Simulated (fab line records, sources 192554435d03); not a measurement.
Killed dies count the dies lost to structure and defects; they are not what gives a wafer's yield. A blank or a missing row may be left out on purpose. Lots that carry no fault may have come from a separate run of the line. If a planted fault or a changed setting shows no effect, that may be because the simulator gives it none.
The same fault as seen by 3 desks :: flow n5 finfet :: every desk sees just its own numbers, and what lay behind them comes last

THE DEFECT DESK
Lot by lot, what the route's inspections counted, given as the mean of those sampled wafers with a number. Any lot whose mean is over 4 standard deviations away from the usual mean is out of limits and marked OUT; that distance is given in the brackets.
Columns: A = raw defect count at N5_BEOL_M1_INSPECT_59, usual 75
lot: L316
first seen here: day 7 19:32
A: 65

lot: L323
first seen here: day 9 09:41
A: 57

lot: L322
first seen here: day 9 10:53
A: 70

lot: L327
first seen here: day 10 04:40
A: 90

lot: L334
first seen here: day 12 00:22
A: 74

lot: L336
first seen here: day 12 06:45
A: 96
Result from this desk: across the 6 lots, nothing is out of limits.

FROM THE METROLOGY DESK
What the gauges read for every lot (on any tool): the sampled wafers with a number, averaged. Any lot whose mean is over 4 standard deviations away from the usual mean is out of limits and marked OUT; that distance is given in the brackets. 7 of its 16 readings are shown: the first one out of limits and those lying furthest out on some lot.
Columns: A = trench depth nm at N5_BEOL_M1_OCD_MEAS_38, usual 54.8 nm; B = CHAIN_V0 at N5_BEOL_M4_RC_MEAS_101, usual 236 ohm/link; C = CHAIN_V0_max_site at N5_BEOL_M4_RC_MEAS_101, usual 245 ohm/link; D = COMB_M1 at N5_BEOL_M4_RC_MEAS_101, usual 5.8e-11 S/m; E = COMB_M1_max_site at N5_BEOL_M4_RC_MEAS_101, usual 8.2e-11 S/m; F = DIBL_N at N5_BEOL_M4_RC_MEAS_101, usual 36.4 mV/V; G = VT_N at N5_BEOL_M4_RC_MEAS_101, usual 250 mV
lot: L316
first seen here: day 7 15:44
A: 55.1
B: 236
C: 244
D: 5.1e-11
E: 7.7e-11
F: 35.1
G: 252

lot: L323
first seen here: day 9 05:59
A: 54.7
B: 238
C: 246
D: 6.7e-11
E: 8.9e-11
F: 37.7
G: 248

lot: L322
first seen here: day 9 07:14
A: 54.8
B: 180 (-4.3) OUT
C: 191
D: 1.6e-10 (+7.5) OUT
E: 2.1e-10 (+6.5) OUT
F: 36.8
G: 250

lot: L327
first seen here: day 10 00:20
A: 53.6
B: 210
C: 221
D: 8.0e-11
E: 1.2e-10
F: 39.2
G: 244

lot: L334
first seen here: day 11 19:07
A: 54.2
B: 225
C: 233
D: 6.6e-11
E: 8.3e-11
F: 35.5
G: 247

lot: L336
first seen here: day 12 02:11
A: 54.8
B: 245
C: 253
D: 5.8e-11
E: 8.7e-11
F: 34.4
G: 252
This desk's result: L322 out of limits, first on L322 (CHAIN_V0 at N5_BEOL_M4_RC_MEAS_101), day 11 19:29. L316, L323, L327, L334, L336 stayed within limits.

TOOL OWNER'S DESK, ald metal-04
The tool's own readings at N5_BEOL_M1_ALD_84 (deposits TaN, pulse time 2 s, purge time 3 s, co reactant purge time 2 s): means of the sampled wafers that have a number, for each lot that ran on this tool. Any lot whose mean is over 4 standard deviations away from the usual mean is out of limits and marked OUT; that distance is given in the brackets.
Columns: A = heater power w at N5_BEOL_M1_ALD_84, usual 417 W
lot: L316
first seen here: day 7 16:13
A: 408

lot: L323
first seen here: day 9 06:19
A: 393

lot: L322
first seen here: day 9 07:32
A: 424

lot: L327
first seen here: day 10 01:04
A: 412
Result from this desk: across the 4 lots, nothing is out of limits.

BROUGHT TOGETHER
An alarm was possible from the metrology desk at day 11 19:29, on L322.
No out-of-limits result turned up at the defect desk.
Nothing out of limits was seen by the tool owner's desk.
The defect desk has L322 on record, within its limits.
On record at the tool owner's desk: L322, within its limits.
Of the lots named, all ran N5_BEOL_M1_ALD_84 on ald metal-04.

WHAT THE SIMULATOR HAD INSERTED
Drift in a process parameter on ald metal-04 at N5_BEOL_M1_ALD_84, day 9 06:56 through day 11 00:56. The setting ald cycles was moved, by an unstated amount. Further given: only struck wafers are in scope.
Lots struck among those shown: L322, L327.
Per desk, hours elapsed from the start of the fault to the first reading out of limits: for the metrology desk, 61.
